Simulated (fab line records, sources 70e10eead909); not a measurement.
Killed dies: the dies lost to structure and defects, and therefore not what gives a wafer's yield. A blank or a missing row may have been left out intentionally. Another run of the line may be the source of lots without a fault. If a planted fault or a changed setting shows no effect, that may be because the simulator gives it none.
Comparing a struck lot with a sound one / flow nand-harc / 24 out of 1159 route steps
Sound: wafers L446.2, L446.5, L446.6. Struck: wafers L457.5, L457.6. (L457.3 of the same lot was not struck and is left out.) The cause comes at the end.
At each step with rows: each side's tool, then ch and its chambers, then its first start. Under that, the readings that differ: sound wafers / struck wafers / difference of the means / sigmas: that difference in standard deviations of wafers without a fault.
alike: same words and numbers on both sides, and readings whose means sit less than 2 such deviations apart. not compared: any withheld reading, any reading some wafer has no value for, any bound like >300 that may hide the same value, and any number with overlapping values for which the record gives no deviation.
Wherever a step has rows on one side only, a row that says differs or no value, or a row with sigmas, the two part there. Numbers that have no deviation but don't overlap get no sigmas and don't part them. Lack of a reading on every wafer of one side parts them only where that side has two or more wafers.

NHARC_P_M1_INSPECT_27:
  sound: defect-inspect-02 at day 6 21:13; struck: defect-inspect-02 at day 9 16:50
  alike: raw-defect-count
NHARC_P_M1_PRE_CLEAN_32: time 12 s.
  sound on pecvd-02 ch 0,1, day 6 21:17; struck on pecvd-02 ch 1,2, day 9 16:54
  alike: heater-power-w
NHARC_P_M1_DEP_33: deposits SiCN, target thk 30 nm.
  sound on pecvd-02 ch 0,1, day 6 21:22; struck on pecvd-02 ch 1,2, day 9 17:01
  alike: chamber-pressure-Torr, heater-power-w, showerhead-vpp-V
then, 8 steps without rows for these wafers: NHARC_P_M2_DEP_00 (deposits SiOC, target thk 182.5 nm); NHARC_P_M2_DEHYDRATE_01 (time 120 s); NHARC_P_M2_HMDS_02 (time 30 s); NHARC_P_M2_COAT_34 (time 65 s); NHARC_P_M2_COAT_03 (resist thk 90 nm); NHARC_P_M2_SOFTBAKE_04 (time 55 s); NHARC_P_M2_EBR_05; NHARC_P_M2_EXPOSE_06 (exposes mask P M2, target cd 170 nm).
NHARC_P_M2_PEB_07: peb time 65 s.
  sound on litho-track-01 ch 0, day 6 22:24; struck on litho-track-04 ch 0, day 9 18:07
reading=heater-power-total-W (W); sound=157.0 156.6 156.2; struck=175.0 175.7; difference=+18.8; sigmas=+46
  alike: resist-line-temp-C
then, 1 step without rows for these wafers: NHARC_P_M2_DEVELOP_08 (develop time 35 s).
NHARC_P_M2_CD_MEAS_09: the cd target is 170 nm.
  sound on cd-sem-01 ch 0, day 6 22:29; struck on cd-sem-02 ch 0, day 9 18:12
reading=cd-nm (nm); sound=169.9 171.2 170.6; struck=164.0 162.5; difference=-7.3; sigmas=-13
NHARC_P_M2_OVL_MEAS_10: pitch 340 nm.
  sound: overlay-01 at day 6 22:34; struck: overlay-01 at day 9 18:18
  alike: overlay-x-nm, overlay-y-nm
NHARC_P_M2_INSPECT_11:
  sound: defect-inspect-02 at day 6 22:37; struck: defect-inspect-02 at day 9 18:20
  alike: raw-defect-count
NHARC_P_M2_DESCUM_14: chemistry O2, time 3 s.
  sound on rie-diel-11 ch 0,1, day 6 22:41; struck on rie-diel-11 ch 0,1, day 9 18:24
reading=model.P_M2.cd-nm (nm); sound=169.4 169.9 170.5; struck=164.6 163.4; difference=-5.9; sigmas=
  alike: chamber-pressure-mTorr, drypump-motor-current-A, oes-product-au, rf-vpp-V, showerhead-plenum-p-Torr, throttle-valve-pct
  not compared: rf-hours-counter-h
NHARC_P_M2_ETCH_35: etches the open film in N2/H2, target depth 40 nm, overetch 12 nm, time 43.94 s.
  sound on rie-diel-11 ch 1,2,3, day 6 22:46; struck on rie-diel-11 ch 0,3, day 9 18:29
  alike: bias-w, chamber-pressure-mTorr, drypump-motor-current-A, n2-flow-sccm, oes-product-au, rf-vpp-V, showerhead-plenum-p-Torr, throttle-valve-pct
  not compared: rf-hours-counter-h
NHARC_P_M2_ETCH_15: etches the open film in C4F8/Ar, target depth 182.5 nm, time 91.2 s.
  sound: rie-diel-11 ch 1,2,3; struck: rie-diel-11 ch 2,3
reading=chamber-pressure-mTorr (mTorr); sound=25.007 24.972 24.998; struck=25.067 25.010; difference=+0.046; sigmas=+2
  alike: bias-w, oes-product-au, rf-vpp-V
  not compared: rf-hours-counter-h
NHARC_P_M2_CD_MEAS_16:
  sound: cd-sem-02 at day 6 22:59; struck: cd-sem-01 at day 9 18:43
reading=cd-nm (nm); sound=169.3 169.8 170.4; struck=164.6 163.6; difference=-5.7; sigmas=-7
NHARC_P_M2_STRIP_18: strips in N2/H2.
  sound on rie-diel-11 ch 1,2,3, day 6 23:11; struck on rie-diel-04 ch 1,2, day 9 18:49
  alike: chamber-pressure-mTorr, drypump-motor-current-A, n2-flow-sccm, oes-product-au, rf-vpp-V, showerhead-plenum-p-Torr, throttle-valve-pct
  not compared: rf-hours-counter-h
NHARC_P_M2_ETCH_28: etches the open film in CF4/N2, target depth 30 nm, time 72.99 s.
  sound: rie-diel-11 ch 0,2,3; struck: rie-diel-04 ch 1,2
reading=model.P_M2.cd-nm (nm); sound=169.3 169 170.5; struck=165.2 164.5; difference=-4.8; sigmas=
  alike: bias-w, chamber-pressure-mTorr, drypump-motor-current-A, n2-flow-sccm, oes-product-au, rf-vpp-V, showerhead-plenum-p-Torr, throttle-valve-pct
  not compared: rf-hours-counter-h
then, 1 step without rows for these wafers: NHARC_P_M2_STRIP_19 (strips in post etch residue remover, time 600 s).
-- jump in the record: it breaks off in module P_M2 and resumes in module END (first step shown: number 1159 of the route), and 13 days separate the struck wafers' starts before and after --
NHARC_END_SORT_01:
  at this point the record logs the struck wafers (prober-01 ch 0, day 23 04:59) and has no rows for the sound ones

== WHERE THEY PART ==
At NHARC_P_M2_PEB_07 first; at NHARC_END_SORT_01 last (within this record only).

WHY: the cause the simulator had injected
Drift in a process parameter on litho-track-04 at NHARC_P_M2_PEB_07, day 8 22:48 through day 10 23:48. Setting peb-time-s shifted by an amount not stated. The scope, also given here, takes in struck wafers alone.
